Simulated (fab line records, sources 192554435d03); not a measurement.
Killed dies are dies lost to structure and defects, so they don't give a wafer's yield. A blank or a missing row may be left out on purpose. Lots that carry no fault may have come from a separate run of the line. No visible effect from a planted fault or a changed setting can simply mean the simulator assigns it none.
fab line records	flow n5-finfet
[record] lots = 9	wafers = 27	last-day = 17
route steps=1938 shown BEOL_M1@792 BEOL_M4@1111 PASSIVATION@1936
lots that met no fault: from a run of the same line without faults
start-h: hours from the record's opening day to when the first of the lot's shown wafers began	wait-h: hours from the lot's prior step to this one	" identical to the entry in the row above	L1.1+2: several wafers, shown together as one row	- value missing, or start not given	* or withheld: withheld	< > ~ a bound
route shown NAME@n: NAME is a module with steps in the file, n the number in the route of the first one	usual: mean/standard deviation of fault-free wafers	same: alike in all rows	chamber/n: place in a boat	sites: readings site by site	_std_site: how widely they spread, as a standard deviation	_edge_site: inner sites' mean taken away from outer sites' mean	radius-mm: for every site, how far away it sits from the centre of the wafer	mask NAME#n: copy n	behind: the last tool/chamber to shape the wafer	hold: cause of the lot's hold/its duration in hours/its outcome	device: the n, p or np transistor that did not switch	end of line: the route-end tests of the same wafers	for a step that has no rows: nothing shown but its recipe	killed: at the first sort, the dies lost to defects and structure; wafer yield is something else	map: shows each die of a wafer: x if killed, . if not, _ if none is there
set.NAME: the setting as run; set.NAME@STEP: as run at that earlier step	model.NAME: the simulator's own value behind a step, which no gauge read
a sample of lots followed through the steps of the route, with each step as a table and each wafer as a row
services: the hour from which a tool's chamber was out of use, counted from the record's first day as start-h (under 0 if before that day), plus the number of hours and why
[[steps]]
[step N5_BEOL_M1_ALD_98]
[recipe] material = SiO2	target-thk-a = 25	temp-c = 100	ald-precursor-family = BDEAS	ald-co-reactant = O2-plasma	pulse-time-s = 1	co-reactant-pulse-time-s = 1	purge-time-s = 2	co-reactant-purge-time-s = 2	ald-cycles = 17	pressure-torr = 2
[usual] ald-cycles = 17/0	heater-power-w = 80/6.9	precursor-pulse-height-rel = 0.996/0.019
lot.wafer	tool	chamber	start-h	wait-h	ald-cycles	heater-power-w	precursor-pulse-height-rel
L868.1	ald-sin-03	0	124.01	0.1	17	70	0.996
L868.3	"	1	"	"	17	74	1.024
L868.6	"	0	"	"	17	71	0.981
L871.2	ald-sin-03	1	150.05	0.1	17	76	1.001
L871.3	"	3	"	"	17	84	0.984
L871.6	"	3	"	"	17	85	0.972
L870.4	ald-sin-02	1	150.28	0.1	17	81	1.009
L870.5	"	3	"	"	17	77	1.017
L870.6	"	0	"	"	17	72	1.005
L877.2	ald-sin-02	0	181.02	1.0	17	74	0.982
L877.3	"	1	"	"	17	80	0.972
L877.5	"	0	"	"	17	74	0.978
L882.4	ald-sin-02	3	208.06	0.1	17	78	0.986
L882.5	"	1	"	"	17	81	0.971
L882.6	"	2	"	"	17	80	0.985
L881.1	ald-sin-02	0	208.15	0.1	17	73	1.003
L881.5	"	0	"	"	17	73	1.020
L881.6	"	1	"	"	17	80	1.011
L887.2	ald-sin-04	0	235.73	0.1	17	90	1.011
L887.4	"	2	"	"	17	82	0.992
L887.5	"	3	"	"	17	71	1.004
L888.1	ald-sin-02	2	240.38	0.1	17	80	1.012
L888.4	"	3	"	"	17	79	1.023
L888.5	"	2	"	"	17	77	1.017
L891.3	ald-sin-02	3	264.35	0.1	17	79	1.010
L891.4	"	2	"	"	17	78	1.003
L891.5	"	0	"	"	17	74	1.006
[step N5_BEOL_M1_STRIP_97]
[recipe] chemistry = N2/H2	time-s = 10	power-w = 450	temp-c = 40	pressure-mtorr = 20	rf-frequency-hz = 6e+07	bias-power-w = 7	n2-flow-sccm = 200	h2-flow-sccm = 200
[usual] chamber-pressure-mTorr = 19.998/0.016	drypump-motor-current-A = 5.8/0.52	oes-product-au = 0.81/0.097	rf-vpp-V = 59.0/0.88	showerhead-plenum-p-Torr = 2.51/0.065	throttle-valve-pct = 23.63/0.27
lot.wafer	tool	chamber	start-h	wait-h	chamber-pressure-mTorr	drypump-motor-current-A	oes-product-au	rf-hours-counter-h	rf-vpp-V	showerhead-plenum-p-Torr	throttle-valve-pct
L868.1	rie-diel-05	1	-	-	20.000	5.4	0.86	36	59.5	2.57	23.16
L868.3	"	3	"	"	19.985	5.5	1.00	3	60.1	2.63	23.97
L868.6	"	3	"	"	20.016	5.5	1.00	-	60.3	2.63	23.98
L871.2	rie-diel-03	1	-	-	19.992	4.7	0.94	21	60.3	2.50	23.85
L871.3	"	3	"	"	19.975	6.4	0.93	12	59.4	2.51	23.68
L871.6	"	3	"	"	20.007	6.4	0.94	-	59.0	2.51	23.69
L870.4	rie-diel-03	2	-	-	19.991	5.2	0.73	190	59.2	2.51	24.03
L870.5	"	2	"	"	19.997	5.2	0.73	-	58.7	2.51	24.02
L870.6	"	3	"	"	19.967	6.4	0.93	-	58.4	2.51	23.66
L877.2	rie-diel-05	1	-	-	20.008	5.4	0.83	54	59.8	2.56	23.18
L877.3	"	0	"	"	20.005	6.4	0.78	101	57.7	2.47	24.04
L877.5	"	1	"	"	20.017	5.4	0.83	-	59.3	2.56	23.18
L882.4	rie-diel-03	1	-	-	20.016	4.7	0.90	37	59.4	2.49	23.85
L882.5	"	1	"	"	20.021	4.7	0.90	-	59.6	2.49	23.86
L882.6	"	2	"	"	20.013	5.2	0.71	-	58.9	2.51	24.03
L881.1	rie-diel-01	1	-	-	20.021	5.7	0.66	243	58.3	2.39	23.65
L881.5	"	1	"	"	20.003	5.7	0.65	-	58.5	2.39	23.67
L881.6	"	0	"	"	20.018	6.0	0.72	-	58.2	2.52	23.64
L887.2	rie-diel-03	3	-	-	20.004	6.4	0.87	42	58.1	2.50	23.72
L887.4	"	1	"	"	19.983	4.7	0.88	48	57.2	2.49	23.88
L887.5	"	3	"	"	19.961	6.4	0.88	-	58.1	2.50	23.73
L888.1	rie-diel-05	2	-	-	19.984	5.7	0.85	65	60.1	2.57	23.44
L888.4	"	3	"	"	20.014	5.5	0.93	30	58.4	2.62	24.00
L888.5	"	3	"	"	19.973	5.5	0.92	-	58.8	2.62	24.02
L891.3	rie-diel-01	2	-	-	20.021	5.6	0.84	65	57.7	2.45	23.36
L891.4	"	3	"	"	20.019	6.3	0.73	152	57.5	2.44	23.58
L891.5	"	0	"	"	19.976	6.0	0.72	-	58.6	2.51	23.68
[step N5_BEOL_M1_ALD_84]
[recipe] material = TaN	target-thk-a = *	temp-c = 275	ald-precursor-family = PDMAT	ald-co-reactant = NH3	pressure-torr = 3	carrier-flow-sccm = 1500	pulse-time-s = 2	purge-time-s = 3	co-reactant-purge-time-s = 2	co-reactant-pulse-time-s = 3	ald-cycles = 30	precursor-vessel-temp-c = 75	precursor-vessel-pressure-torr = 26.25	precursor-vessel-carrier-sccm = 1000
[usual] ald-cycles = 30/0	heater-power-w = 433/40
lot.wafer	tool	chamber	start-h	wait-h	ald-cycles	heater-power-w
L868.1	ald-metal-04	1	124.97	0.0	30	452
L868.3	"	0	"	"	30	410
L868.6	"	1	"	"	30	442
L871.2	ald-metal-04	2	153.19	0.0	30	471
L871.3	"	3	"	"	30	371
L871.6	"	3	"	"	30	351
L870.4	ald-metal-02	2	154.33	0.0	30	452
L870.5	"	0	"	"	30	436
L870.6	"	3	"	"	30	407
L877.2	ald-metal-04	3	182.70	0.1	30	365
L877.3	"	2	"	"	30	472
L877.5	"	2	"	"	30	499
L882.4	ald-metal-04	3	210.29	0.1	30	369
L882.5	"	2	"	"	30	493
L882.6	"	3	"	"	30	369
L881.1	ald-metal-04	3	216.12	0.1	30	360
L881.5	"	3	"	"	30	364
L881.6	"	0	"	"	30	425
L887.2	ald-metal-04	3	238.70	0.1	35	368
L887.4	"	1	"	"	30	435
L887.5	"	2	"	"	35	496
L888.1	ald-metal-04	2	241.72	0.1	30	500
L888.4	"	0	"	"	30	422
L888.5	"	2	"	"	35	478
L891.3	ald-metal-02	3	267.13	0.2	30	429
L891.4	"	2	"	"	30	448
L891.5	"	3	"	"	30	422
[step N5_BEOL_M1_SPUTTER_81]
[recipe] material = Cu	target-thk-a = 45	temp-c = -20	chamber-pressure-pa = 0.07	power-w = withheld	time-s = 8.29
[usual] throttle-valve-pct = 29.8/1.1
lot.wafer	tool	chamber	start-h	wait-h	throttle-valve-pct
L868.1	pvd-sputter-01	-	126.23	0.1	30.7
L868.3	"	-	"	"	30.2
L868.6	"	-	"	"	30.6
L871.2	pvd-sputter-02	-	154.12	0.1	30.2
L871.3	"	-	"	"	29.4
L871.6	"	-	"	"	30.6
L870.4	pvd-sputter-03	-	155.33	0.0	30.3
L870.5	"	-	"	"	27.4
L870.6	"	-	"	"	29.1
L877.2	pvd-sputter-02	-	183.77	0.1	29.8
L877.3	"	-	"	"	29.9
L877.5	"	-	"	"	29.9
L882.4	pvd-sputter-01	-	211.37	0.1	31.6
L882.5	"	-	"	"	30.6
L882.6	"	-	"	"	29.9
L881.1	pvd-sputter-01	-	217.11	0.1	28.2
L881.5	"	-	"	"	28.4
L881.6	"	-	"	"	31.8
L887.2	pvd-sputter-01	-	239.86	0.1	30.7
L887.4	"	-	"	"	31.9
L887.5	"	-	"	"	28.4
L888.1	pvd-sputter-02	-	243.14	0.1	29.9
L888.4	"	-	"	"	30.2
L888.5	"	-	"	"	30.1
L891.3	pvd-sputter-01	-	268.11	0.1	28.3
L891.4	"	-	"	"	30.3
L891.5	"	-	"	"	30.2
[step N5_BEOL_M4_RC_MEAS_101]
[usual] DIBL_N = 37.3/2.3	DIBL_P = 37.4/2.9	IOFF_N = 0.18/0.045	IOFF_P = 0.25/0.054	ION_N = 679/15	ION_P = 468/9.7	SS_N = 71.8/0.62	SS_P = 73.6/0.76	VT_N = 248/4.1	VT_P = -248/3.6
lot.wafer	tool	chamber	start-h	wait-h	DIBL_N[mV/V]	DIBL_P[mV/V]	IOFF_N[nA/um]	IOFF_P[nA/um]	ION_N[uA/um]	ION_P[uA/um]	SS_N[mV/dec]	SS_P[mV/dec]	VT_N[mV]	VT_P[mV]
L868.1	prober-02	0	163.72	0.0	40.0	39.1	0.22	0.33	686	470	71.7	73.7	242	-242
L868.3	"	0	"	"	36.8	35.1	0.16	0.23	680	469	71.4	73.0	249	-248
L868.6	"	0	"	"	42.1	40.9	0.27	0.35	691	472	72.3	74.2	243	-241
L871.2	prober-01	0	189.22	0.2	37.0	38.6	0.17	0.24	697	480	71.6	72.8	247	-249
L871.3	"	0	"	"	32.8	32.4	0.09	0.14	651	450	71.4	71.4	259	-254
L871.6	"	0	"	"	34.7	35.2	0.12	0.18	666	459	71.6	72.1	253	-249
L870.4	prober-02	0	189.93	0.5	33.6	32.9	0.12	0.20	655	456	71.0	73.3	252	-247
L870.5	"	0	"	"	32.9	33.4	0.12	0.20	667	469	70.7	72.9	255	-248
L870.6	"	0	"	"	37.0	36.0	0.18	0.24	675	464	71.3	73.5	247	-249
L877.2	prober-02	0	218.02	0.2	39.1	39.9	0.21	0.28	685	467	71.8	74.1	245	-247
L877.3	"	0	"	"	38.3	37.7	0.19	0.24	680	461	71.5	72.9	248	-249
L877.5	"	0	"	"	41.6	44.0	0.27	0.34	706	480	73.0	75.6	244	-245
L882.4	prober-01	0	242.36	0.5	38.6	39.5	0.19	0.26	668	457	72.1	74.2	248	-251
L882.5	"	0	"	"	37.7	38.2	0.17	0.25	683	469	72.4	73.5	248	-251
L882.6	"	0	"	"	35.2	35.6	0.12	0.21	647	448	72.0	74.0	253	-252
L881.1	prober-02	0	260.49	0.0	39.9	41.6	0.25	0.33	703	481	71.6	73.8	245	-243
L881.5	"	0	"	"	33.8	33.4	0.12	0.18	675	470	71.2	72.9	252	-251
L881.6	"	0	"	"	36.5	36.2	0.15	0.22	658	465	71.5	73.8	253	-247
L887.2	prober-02	0	274.66	0.2	39.6	38.4	0.19	0.25	683	464	71.9	74.1	248	-251
L887.4	"	0	"	"	41.1	40.5	0.23	0.32	682	467	73.4	74.8	246	-244
L887.5	"	0	"	"	36.8	33.9	0.14	0.17	653	449	71.7	72.3	255	-253
L888.1	prober-01	0	292.03	0.0	38.4	38.8	0.19	0.27	677	475	71.7	73.7	246	-244
L888.4	"	0	"	"	36.2	35.8	0.15	0.22	662	462	71.6	72.5	252	-245
L888.5	"	0	"	"	38.8	39.9	0.20	0.29	677	469	72.2	73.6	248	-245
L891.3	prober-02	0	301.76	0.3	38.2	36.8	0.19	0.30	680	476	71.5	73.7	246	-242
L891.4	"	0	"	"	37.2	36.0	0.18	0.26	681	468	71.3	73.0	246	-246
L891.5	"	0	"	"	34.7	33.0	0.13	0.21	675	472	71.0	72.6	251	-248
[step N5_PASSIVATION_PROBE_49]
[usual] defect-limited-yield = 91.3/1.5	killed_at_M0_to_M3 = 35/8.7	killed_at_M4_up = 14/5.5	killed-at-contacts = 11/5.6	killed-at-front-end = 39/13	killed-at-other = 3.7/2.2	killed-dies = 103/18	killed-on-rim = 14/4.4	killed-open = 69/14	killed-short = 33/7.8	sort_bin_5_function = 5.1/0.99	sort_bin_6_memory = 3.3/0.67	sort_bin_8_speed = 0.02/0.17	sort-n-pass = 1077/18	sort-yield-pct = 91.2/1.5
[same] gross-dies = 1180	killed-at-back-side = 0	sort_bin_4_leakage[%] = 0
lot.wafer	tool	chamber	start-h	wait-h	defect-limited-yield[%]	killed_at_M0_to_M3	killed_at_M4_up	killed-at-contacts	killed-at-front-end	killed-at-other	killed-dies	killed-on-rim	killed-open	killed-short	sort_bin_5_function[%]	sort_bin_6_memory[%]	sort_bin_8_speed[%]	sort-n-pass	sort-yield-pct[%]
L868.1	prober-02	-	267.61	0.0	91.4	41	14	16	25	5	101	6	63	34	5.4	3.0	0	1079	91.4
L868.3	prober-02	-	267.71	0.1	90.9	35	13	22	36	1	107	16	84	21	4.9	4.0	0.08	1073	90.9
L868.6	prober-02	-	267.86	0.3	89.5	53	14	14	39	4	124	16	89	30	6.0	3.7	0	1056	89.5
L870.4	prober-01	-	294.20	0.2	91.7	42	13	10	32	1	98	11	65	33	5.2	2.8	0	1082	91.7
L870.5	prober-01	-	294.25	0.2	90.8	42	12	12	34	8	108	21	70	37	5.3	3.7	0	1072	90.8
L870.6	prober-01	-	294.30	0.3	89.8	46	8	13	48	5	120	15	76	42	6.3	3.1	0	1060	89.8
L882.4	prober-02	-	350.93	0.2	91.0	39	11	5	49	2	106	11	67	39	5.7	3.1	0	1074	91.0
L882.5	prober-02	-	350.98	0.2	91.9	33	5	13	42	2	95	14	67	27	5.2	2.4	0	1085	91.9
L882.6	prober-02	-	351.03	0.3	89.7	44	6	13	57	2	122	12	86	35	6.4	3.6	0	1058	89.7
L881.1	prober-02	-	359.58	0.0	93.1	28	11	8	34	0	81	4	52	29	4.4	2.2	0	1099	93.1
L881.5	prober-02	-	359.78	0.2	91.8	34	19	6	37	1	97	12	64	33	5.3	2.5	0	1083	91.8
L881.6	prober-02	-	359.83	0.3	91.2	36	10	7	44	7	104	16	64	39	6.0	2.5	0	1076	91.2
L887.2	prober-02	-	381.77	0.1	92.5	35	8	11	32	3	89	8	64	25	4.5	3.0	0	1091	92.5
L887.4	prober-02	-	381.87	0.2	90.7	38	13	4	47	8	110	17	86	23	5.6	3.6	0	1070	90.7
L887.5	prober-02	-	381.92	0.2	90.3	36	9	15	51	3	114	20	80	32	5.5	3.6	0.08	1065	90.3
L888.1	prober-02	-	412.42	0.0	92.3	19	19	12	38	3	91	10	67	22	4.6	2.7	0	1089	92.3
L888.4	prober-02	-	412.57	0.2	91.5	32	12	12	40	4	100	7	69	29	4.9	3.1	0	1080	91.5
L888.5	prober-02	-	412.62	0.2	90.3	32	12	16	52	3	115	11	77	37	5.7	3.6	0	1065	90.3
// killed by level:class
L868.1 BEOL_M0_SAQP:geometric-particle:short=15 MOL_CONTACT_COAG:geometric-particle:open=14 BEOL_M3:geometric-particle:open=10 BEOL_M4:geometric-particle:open=9 BEOL_M0_SAQP:geometric-particle:open=8 FIN_SAQP:geometric-particle:open=5 STI_FIN_REVEAL:geometric-particle:open=5 STARTING-WAFER:geometric-particle:short=4
L868.3 MOL_CONTACT_COAG:geometric-particle:open=22 STI_FIN_REVEAL:geometric-particle:open=14 BEOL_M0_SAQP:geometric-particle:open=11 BEOL_M2:geometric-particle:open=10 FIN_SAQP:geometric-particle:open=6 BEOL_M0_SAQP:geometric-particle:short=6 GATE_CUT:geometric-particle:open=3 BEOL_M5:geometric-particle:open=3
L868.6 BEOL_M2:geometric-particle:open=17 MOL_CONTACT_COAG:geometric-particle:open=13 STI_FIN_REVEAL:geometric-particle:open=11 BEOL_M0_SAQP:geometric-particle:open=11 BEOL_M0_SAQP:geometric-particle:short=9 BEOL_M4:geometric-particle:open=8 BEOL_M3:geometric-particle:open=7 FIN_SAQP:geometric-particle:open=5
L870.4 BEOL_M0_SAQP:geometric-particle:short=14 BEOL_M0_SAQP:geometric-particle:open=10 BEOL_M3:geometric-particle:open=9 FIN_SAQP:geometric-particle:open=8 GATE_CUT:geometric-particle:open=7 MOL_CONTACT_COAG:geometric-particle:open=6 FIN_SAQP:geometric-particle:short=5 BEOL_M4:geometric-particle:open=5
L870.5 BEOL_M0_SAQP:geometric-particle:open=17 BEOL_M0_SAQP:geometric-particle:short=13 MOL_CONTACT_COAG:geometric-particle:open=10 DUMMY_GATE:geometric-particle:open=8 STI_FIN_REVEAL:geometric-particle:open=6 FIN_SAQP:geometric-particle:short=5 BEOL_M3:geometric-particle:open=5 FIN_SAQP:geometric-particle:open=3
L870.6 BEOL_M0_SAQP:geometric-particle:short=13 STI_FIN_REVEAL:geometric-particle:open=12 MOL_CONTACT_COAG:geometric-particle:open=10 BEOL_M0_SAQP:geometric-particle:open=9 BEOL_M3:geometric-particle:open=9 GATE_CUT:geometric-particle:open=8 GATE_CUT:geometric-particle:short=7 BEOL_M1:geometric-particle:open=6
L882.4 FIN_SAQP:geometric-particle:short=12 STI_FIN_REVEAL:geometric-particle:open=12 BEOL_M3:geometric-particle:open=9 FIN_SAQP:geometric-particle:open=8 BEOL_M0_SAQP:geometric-particle:short=8 BEOL_M0_SAQP:geometric-particle:open=8 BEOL_M2:geometric-particle:open=6 STI_FIN_REVEAL:geometric-particle:short=4
L882.5 FIN_SAQP:geometric-particle:open=10 STI_FIN_REVEAL:geometric-particle:open=10 MOL_CONTACT_COAG:geometric-particle:open=10 BEOL_M0_SAQP:geometric-particle:short=9 BEOL_M0_SAQP:geometric-particle:open=6 STI_FIN_REVEAL:geometric-particle:short=5 BEOL_M1:geometric-particle:open=5 BEOL_M2:geometric-particle:open=4
L882.6 STI_FIN_REVEAL:geometric-particle:open=21 BEOL_M2:geometric-particle:open=16 MOL_CONTACT_COAG:geometric-particle:open=12 BEOL_M0_SAQP:geometric-particle:short=11 DUMMY_GATE:geometric-particle:open=7 ILD0:geometric-particle:open=6 BEOL_M0_SAQP:geometric-particle:open=6 FIN_SAQP:geometric-particle:open=5
L881.1 FIN_SAQP:geometric-particle:short=12 FIN_SAQP:geometric-particle:open=8 MOL_CONTACT_COAG:geometric-particle:open=7 BEOL_M0_SAQP:geometric-particle:open=7 BEOL_M1:geometric-particle:open=6 BEOL_M4:geometric-particle:open=5 BEOL_M0_SAQP:geometric-particle:short=4 STI_FIN_REVEAL:geometric-particle:open=3
L881.5 FIN_SAQP:geometric-particle:short=11 FIN_SAQP:geometric-particle:open=10 BEOL_M4:geometric-particle:open=10 BEOL_M0_SAQP:geometric-particle:open=9 DUMMY_GATE:geometric-particle:open=6 MOL_CONTACT_COAG:geometric-particle:open=6 BEOL_M1:geometric-particle:open=6 BEOL_M0_SAQP:geometric-particle:short=4
L881.6 FIN_SAQP:geometric-particle:open=13 FIN_SAQP:geometric-particle:short=11 BEOL_M0_SAQP:geometric-particle:open=7 BEOL_M1:geometric-particle:open=6 STI_FIN_REVEAL:geometric-particle:open=5 MOL_CONTACT_COAG:geometric-particle:open=5 BEOL_M0_SAQP:geometric-particle:short=5 BEOL_M2:geometric-particle:open=5
L887.2 BEOL_M2:geometric-particle:open=11 MOL_CONTACT_COAG:geometric-particle:open=9 BEOL_M3:geometric-particle:open=8 GATE_CUT:geometric-particle:open=6 STI_FIN_REVEAL:geometric-particle:open=4 DUMMY_GATE:geometric-particle:open=4 BEOL_M0_SAQP:geometric-particle:short=4 BEOL_M5:geometric-particle:open=3
L887.4 BEOL_M3:geometric-particle:open=18 STI_FIN_REVEAL:geometric-particle:open=11 FIN_SAQP:geometric-particle:open=9 DUMMY_GATE:geometric-particle:open=6 BEOL_M1:geometric-particle:open=6 BEOL_M2:geometric-particle:open=5 PAD_METAL:geometric-particle:open=4 ILD0:geometric-particle:short=4
L887.5 BEOL_M0_SAQP:geometric-particle:open=13 MOL_CONTACT_COAG:geometric-particle:open=12 STI_FIN_REVEAL:geometric-particle:open=9 FIN_SAQP:geometric-particle:open=8 ILD0:geometric-particle:short=7 BEOL_M2:geometric-particle:open=7 BEOL_M0_SAQP:geometric-particle:short=5 BEOL_M1:geometric-particle:open=5
L888.1 STI_FIN_REVEAL:geometric-particle:open=15 BEOL_M4:geometric-particle:open=13 MOL_CONTACT_COAG:geometric-particle:open=11 DUMMY_GATE:geometric-particle:open=9 BEOL_M1:geometric-particle:open=6 FIN_SAQP:geometric-particle:open=4 BEOL_M0_SAQP:geometric-particle:open=4 FIN_SAQP:geometric-particle:short=3
L888.4 MOL_CONTACT_COAG:geometric-particle:open=12 FIN_SAQP:geometric-particle:short=10 BEOL_M0_SAQP:geometric-particle:open=9 STI_FIN_REVEAL:geometric-particle:open=7 BEOL_M2:geometric-particle:open=7 DUMMY_GATE:geometric-particle:open=6 SPACER0:geometric-particle:open=6 BEOL_M0_SAQP:geometric-particle:short=6
L888.5 STI_FIN_REVEAL:geometric-particle:open=16 MOL_CONTACT_COAG:geometric-particle:open=16 BEOL_M3:geometric-particle:open=8 GATE_CUT:geometric-particle:open=5 BEOL_M2:geometric-particle:open=5 BEOL_M0_SAQP:geometric-particle:short=5 BEOL_M0_SAQP:geometric-particle:open=5 FIN_SAQP:geometric-particle:open=4
[[services]]
tool	chamber	start-h	hours	kind
rie-diel-03	3	101.94	3.8	repair
pvd-sputter-01	-	108.92	5.7	repair
ald-sin-03	3	119.68	10.7	repair
rie-diel-01	2	125.19	5.3	repair
rie-diel-03	3	130.46	6.6	repair
ald-metal-04	-	132.24	8.7	pm
rie-diel-05	3	157.68	15.8	repair
pvd-sputter-01	-	166.67	1.7	repair
ald-sin-04	-	176.75	14.0	pm
ald-metal-02	-	178.07	6.0	pm
ald-sin-02	2	195.76	12.1	repair
ald-sin-02	0	212.82	3.4	repair
rie-diel-03	0	214.92	-	clean
rie-diel-03	0	214.92	-	consumable-replace:focus-ring
rie-diel-03	0	214.92	18.6	scheduled-down
rie-diel-03	0	214.92	18.6	vent-cycle
rie-diel-05	3	215.50	3.4	repair
rie-diel-05	1	223.62	5.1	repair
ald-sin-03	1	227.87	2.8	repair
rie-diel-01	1	235.70	-	clean
ald-sin-03	2	239.43	4.2	repair
rie-diel-01	3	248.54	4.6	repair
ald-sin-02	-	253.11	0.9	repair
ald-sin-04	1	259.25	5.3	repair
[[key]]
[first-sign] step = N5_BEOL_M1_ALD_84	reading = ald-cycles	direction = up	sigmas = 99+	usual = *	struck = *
effect none on later readings
met-at N5_BEOL_M1_ALD_84
struck-lots L887,L888
struck-wafers L887.2,L887.5,L888.5
not-acting-at N5_BEOL_M1_ALD_98,N5_BEOL_M1_STRIP_97,N5_BEOL_M1_SPUTTER_81
onset-between 216.12 238.70
[fault] kind = process-parameter-drift	tool = ald-metal-04	chamber = -	onset-h = 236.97	steps = N5_BEOL_M1_ALD_84	channel = ald-cycles	offset = *	shape = step	end-h = 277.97	scope = struck-wafers-only	acts-in = *	stated = *
